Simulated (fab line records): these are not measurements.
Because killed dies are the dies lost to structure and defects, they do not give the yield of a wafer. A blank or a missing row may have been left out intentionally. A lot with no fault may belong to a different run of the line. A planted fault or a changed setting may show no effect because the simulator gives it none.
Chamber matching | flow n5_finfet | 4 sister chambers for N5_BEOL_M6_DESCUM_16 on rie_diel-06
The step chemistry O2, time 7.9 s. 14 wafers are shown with their chamber, then 7 later ones without.

## WAFERS PAIRED WITH THEIR CHAMBERS
wafer  | chamber | throttle_valve_pct (%) | drypump_motor_current_A (A) | oes_product_au (a.u.)
L084.2 | 0       | 20.56                  | 6.5                         | 0.74
L084.3 | 1       | 19.93                  | 5.5                         | 0.87
L084.5 | 2       | 20.30                  | 5.4                         | 0.91
L082.1 | 1       | 19.93                  | 5.4                         | 0.87
L082.3 | 0       | 20.58                  | 6.5                         | 0.73
L082.4 | 2       | 20.32                  | 5.3                         | 0.91
L085.2 | 3       | 20.53                  | 5.6                         | 0.83
L085.3 | 0       | 20.57                  | 6.5                         | 0.74
L085.4 | 1       | 19.92                  | 5.5                         | 0.86
L086.1 | 2       | 20.33                  | 5.4                         | 0.90
L086.5 | 1       | 19.93                  | 5.5                         | 0.86
L086.6 | 2       | 20.34                  | 5.4                         | 0.90
L093.1 | 3       | 20.54                  | 5.5                         | 0.82
L093.2 | 0       | 20.57                  | 6.5                         | 0.72

SIGNATURES, as means of the wafers listed above
reading                 | chamber 0 | chamber 1 | chamber 2 | chamber 3 | scatter within a chamber
throttle_valve_pct      | 20.5700   | 19.9275   | 20.3225   | 20.5350   | 0.011
drypump_motor_current_A | 6.500     | 5.475     | 5.375     | 5.550     | 0.0447
oes_product_au          | 0.7325    | 0.8650    | 0.9050    | 0.8250    | 0.00725
Rule: a wafer lies at a distance from a chamber equal to the root of the sum of squares, over the readings, of (its reading less the chamber's mean, divided by the reading's scatter). The wafer belongs to the nearest chamber; if the next one is less than 2 further off, it can't be placed. The scatter is the square root of a quotient: the sum, over the shown wafers, of each reading's squared deviation from its chamber's mean, divided by wafers minus chambers.

## WAFERS MISSING THEIR CHAMBER
wafer  | throttle_valve_pct (%) | drypump_motor_current_A (A) | oes_product_au (a.u.)
L093.4 | 19.94                  | 5.5                         | 0.85
L094.1 | 19.97                  | 5.5                         | 0.86
L094.5 | 20.57                  | 5.5                         | 0.82
L094.6 | 20.61                  | 6.5                         | 0.73
L096.1 | 20.56                  | 5.5                         | 0.81
L096.2 | 20.37                  | 5.3                         | 0.87
L096.4 | 19.96                  | 5.4                         | 0.84

## WHICH CHAMBER EACH WENT THROUGH
wafer  | from the rows above | in truth
L093.4 | 1                   | 1
L094.1 | 1                   | 1
L094.5 | 3                   | 3
L094.6 | 0                   | 0
L096.1 | 3                   | 3
L096.2 | 2                   | 2
L096.4 | 1                   | 1
Placed correctly: 7 of 7. Can't be placed from these rows: 0. Placed wrongly: 0.
